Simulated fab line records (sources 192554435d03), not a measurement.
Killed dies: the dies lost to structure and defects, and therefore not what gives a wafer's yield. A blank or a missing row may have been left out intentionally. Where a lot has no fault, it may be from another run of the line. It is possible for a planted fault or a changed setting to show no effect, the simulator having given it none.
Split-lot experiment / flow n5_finfet / route with 1938 steps; 7 lots, 39 wafers read

== THE SPLIT ITSELF ==
At N5_PASSIVATION_ETCH_15 (etches SiCN in CF4/N2, target depth 75 nm, time 81.2 s), the setting target_depth_a was moved away from the recipe's 750 angstrom on 12 of the 39 wafers read, by -27.2% to +49.6%. This setting was run at the recipe's value on the other wafers.

The reading comes from the split's own step.

== THE READING ==
etch.depth_nm (the simulator's own value, which no gauge read), in nm, at N5_PASSIVATION_ETCH_15 (etches SiCN in CF4/N2, target depth 75 nm, time 81.2 s). The file does not state a usual value for it. Here, 27 wafers ran the recipe; their average is 64.86 nm with a standard deviation of 1.2 nm.

wafer=L076.1; tool, chamber at the split=rie_diel-04, 3; target_depth_a as run, angstrom=903.6; against the recipe=+20.5%; etch.depth_nm, nm=79.92; against lot-mates on the recipe=+14.54
wafer=L076.2; tool, chamber at the split=rie_diel-04, 2; target_depth_a as run, angstrom=903.6; against the recipe=+20.5%; etch.depth_nm, nm=78.2; against lot-mates on the recipe=+12.82
wafer=L076.3; tool, chamber at the split=rie_diel-04, 0; target_depth_a as run, angstrom=903.6; against the recipe=+20.5%; etch.depth_nm, nm=76.56; against lot-mates on the recipe=+11.18
wafer=L076.4; tool, chamber at the split=rie_diel-04, 1; target_depth_a as run, angstrom=750; against the recipe=recipe; etch.depth_nm, nm=65.53; against lot-mates on the recipe=-
wafer=L076.5; tool, chamber at the split=rie_diel-04, 1; target_depth_a as run, angstrom=750; against the recipe=recipe; etch.depth_nm, nm=65.54; against lot-mates on the recipe=-
wafer=L076.6; tool, chamber at the split=rie_diel-04, 2; target_depth_a as run, angstrom=750; against the recipe=recipe; etch.depth_nm, nm=65.07; against lot-mates on the recipe=-
wafer=L075.2; tool, chamber at the split=rie_diel-02, 3; target_depth_a as run, angstrom=750; against the recipe=recipe; etch.depth_nm, nm=64.07; against lot-mates on the recipe=-
wafer=L075.3; tool, chamber at the split=rie_diel-02, 0; target_depth_a as run, angstrom=750; against the recipe=recipe; etch.depth_nm, nm=63.81; against lot-mates on the recipe=-
wafer=L075.4; tool, chamber at the split=rie_diel-02, 2; target_depth_a as run, angstrom=750; against the recipe=recipe; etch.depth_nm, nm=65.15; against lot-mates on the recipe=-
wafer=L082.1; tool, chamber at the split=rie_diel-04, 3; target_depth_a as run, angstrom=750; against the recipe=recipe; etch.depth_nm, nm=66.32; against lot-mates on the recipe=-
wafer=L082.2; tool, chamber at the split=rie_diel-04, 0; target_depth_a as run, angstrom=750; against the recipe=recipe; etch.depth_nm, nm=64.18; against lot-mates on the recipe=-
wafer=L082.3; tool, chamber at the split=rie_diel-04, 1; target_depth_a as run, angstrom=750; against the recipe=recipe; etch.depth_nm, nm=65.23; against lot-mates on the recipe=-
wafer=L082.4; tool, chamber at the split=rie_diel-04, 2; target_depth_a as run, angstrom=750; against the recipe=recipe; etch.depth_nm, nm=65.22; against lot-mates on the recipe=-
wafer=L082.5; tool, chamber at the split=rie_diel-04, 2; target_depth_a as run, angstrom=750; against the recipe=recipe; etch.depth_nm, nm=64.94; against lot-mates on the recipe=-
wafer=L082.6; tool, chamber at the split=rie_diel-04, 3; target_depth_a as run, angstrom=750; against the recipe=recipe; etch.depth_nm, nm=65.87; against lot-mates on the recipe=-
wafer=L086.1; tool, chamber at the split=rie_diel-05, 2; target_depth_a as run, angstrom=1108; against the recipe=+47.7%; etch.depth_nm, nm=95.34; against lot-mates on the recipe=+32.78
wafer=L086.2; tool, chamber at the split=rie_diel-05, 3; target_depth_a as run, angstrom=750; against the recipe=recipe; etch.depth_nm, nm=61.34; against lot-mates on the recipe=-
wafer=L086.3; tool, chamber at the split=rie_diel-05, 0; target_depth_a as run, angstrom=1108; against the recipe=+47.7%; etch.depth_nm, nm=96.45; against lot-mates on the recipe=+33.89
wafer=L086.4; tool, chamber at the split=rie_diel-05, 0; target_depth_a as run, angstrom=750; against the recipe=recipe; etch.depth_nm, nm=64.82; against lot-mates on the recipe=-
wafer=L086.5; tool, chamber at the split=rie_diel-05, 2; target_depth_a as run, angstrom=1108; against the recipe=+47.7%; etch.depth_nm, nm=95.02; against lot-mates on the recipe=+32.46
wafer=L086.6; tool, chamber at the split=rie_diel-05, 3; target_depth_a as run, angstrom=750; against the recipe=recipe; etch.depth_nm, nm=61.51; against lot-mates on the recipe=-
wafer=L092.1; tool, chamber at the split=rie_diel-04, 3; target_depth_a as run, angstrom=750; against the recipe=recipe; etch.depth_nm, nm=66.07; against lot-mates on the recipe=-
wafer=L092.2; tool, chamber at the split=rie_diel-04, 0; target_depth_a as run, angstrom=750; against the recipe=recipe; etch.depth_nm, nm=63.45; against lot-mates on the recipe=-
wafer=L092.3; tool, chamber at the split=rie_diel-04, 1; target_depth_a as run, angstrom=546.1; against the recipe=-27.2%; etch.depth_nm, nm=47.28; against lot-mates on the recipe=-17.50
wafer=L092.4; tool, chamber at the split=rie_diel-04, 2; target_depth_a as run, angstrom=750; against the recipe=recipe; etch.depth_nm, nm=64.82; against lot-mates on the recipe=-
wafer=L092.5; tool, chamber at the split=rie_diel-04, 1; target_depth_a as run, angstrom=546.1; against the recipe=-27.2%; etch.depth_nm, nm=47.32; against lot-mates on the recipe=-17.46
wafer=L092.6; tool, chamber at the split=rie_diel-04, 0; target_depth_a as run, angstrom=546.1; against the recipe=-27.2%; etch.depth_nm, nm=46.36; against lot-mates on the recipe=-18.42
wafer=L093.1; tool, chamber at the split=rie_diel-05, 2; target_depth_a as run, angstrom=750; against the recipe=recipe; etch.depth_nm, nm=64.62; against lot-mates on the recipe=-
wafer=L093.2; tool, chamber at the split=rie_diel-05, 3; target_depth_a as run, angstrom=1122; against the recipe=+49.6%; etch.depth_nm, nm=97.18; against lot-mates on the recipe=+32.33
wafer=L093.3; tool, chamber at the split=rie_diel-05, 1; target_depth_a as run, angstrom=750; against the recipe=recipe; etch.depth_nm, nm=65.14; against lot-mates on the recipe=-
wafer=L093.4; tool, chamber at the split=rie_diel-05, 0; target_depth_a as run, angstrom=1122; against the recipe=+49.6%; etch.depth_nm, nm=97.08; against lot-mates on the recipe=+32.23
wafer=L093.5; tool, chamber at the split=rie_diel-05, 3; target_depth_a as run, angstrom=750; against the recipe=recipe; etch.depth_nm, nm=64.78; against lot-mates on the recipe=-
wafer=L093.6; tool, chamber at the split=rie_diel-05, 0; target_depth_a as run, angstrom=1122; against the recipe=+49.6%; etch.depth_nm, nm=97.24; against lot-mates on the recipe=+32.39
wafer=L097.1; tool, chamber at the split=rie_diel-05, 0; target_depth_a as run, angstrom=750; against the recipe=recipe; etch.depth_nm, nm=65.78; against lot-mates on the recipe=-
wafer=L097.2; tool, chamber at the split=rie_diel-05, 3; target_depth_a as run, angstrom=750; against the recipe=recipe; etch.depth_nm, nm=65.33; against lot-mates on the recipe=-
wafer=L097.3; tool, chamber at the split=rie_diel-05, 2; target_depth_a as run, angstrom=750; against the recipe=recipe; etch.depth_nm, nm=65.77; against lot-mates on the recipe=-
wafer=L097.4; tool, chamber at the split=rie_diel-05, 1; target_depth_a as run, angstrom=750; against the recipe=recipe; etch.depth_nm, nm=66.16; against lot-mates on the recipe=-
wafer=L097.5; tool, chamber at the split=rie_diel-05, 3; target_depth_a as run, angstrom=750; against the recipe=recipe; etch.depth_nm, nm=65.38; against lot-mates on the recipe=-
wafer=L097.6; tool, chamber at the split=rie_diel-05, 0; target_depth_a as run, angstrom=750; against the recipe=recipe; etch.depth_nm, nm=65.39; against lot-mates on the recipe=-

FIT RESULTS
A straight line over all 39 wafers: etch.depth_nm changes by +0.65 nm for each +1% of target_depth_a; r = +1.00; the points scatter about the line by 1.1 nm.
The same after taking each lot's own level away (the mean of its wafers on the recipe; 39 wafers): +0.666 nm for each +1%; r = +1.00; scatter 0.92 nm.
Per that fit: largest target_depth_a move, reading shift of 33 nm.
From 62.557 to 65.635 nm: that is the span of the lots' own levels, equal to 2.6 times the standard deviation above.
Consequently the slope shifts little with the lot-to-lot level, the two slopes agreeing.
Check: for one of the wafers moved furthest among these (+49.6%), held out of the fit, the line's prediction against its lot-mates is +33.1 nm. Against them it came out at +32.3 nm.

== OTHER SPLITS ON THESE WAFERS ==
Before the reading, these wafers also passed through other splits. Each is held against what the fit with the lots' levels taken away leaves over:
other split on the same wafers=N5_BEOL_M10_ILD_DEP_00 target_thk_a; wafers away from the commonest value=6; r with etch.depth_nm (lot level and that fit taken away)=-0.01
other split on the same wafers=N5_BEOL_M12_ILD_DEP_00 time_s; wafers away from the commonest value=12; r with etch.depth_nm (lot level and that fit taken away)=+0.08

== FILE'S OWN FIT ==
etch.depth_nm changes by +0.666 nm for each +1% of target_depth_a, r = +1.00.
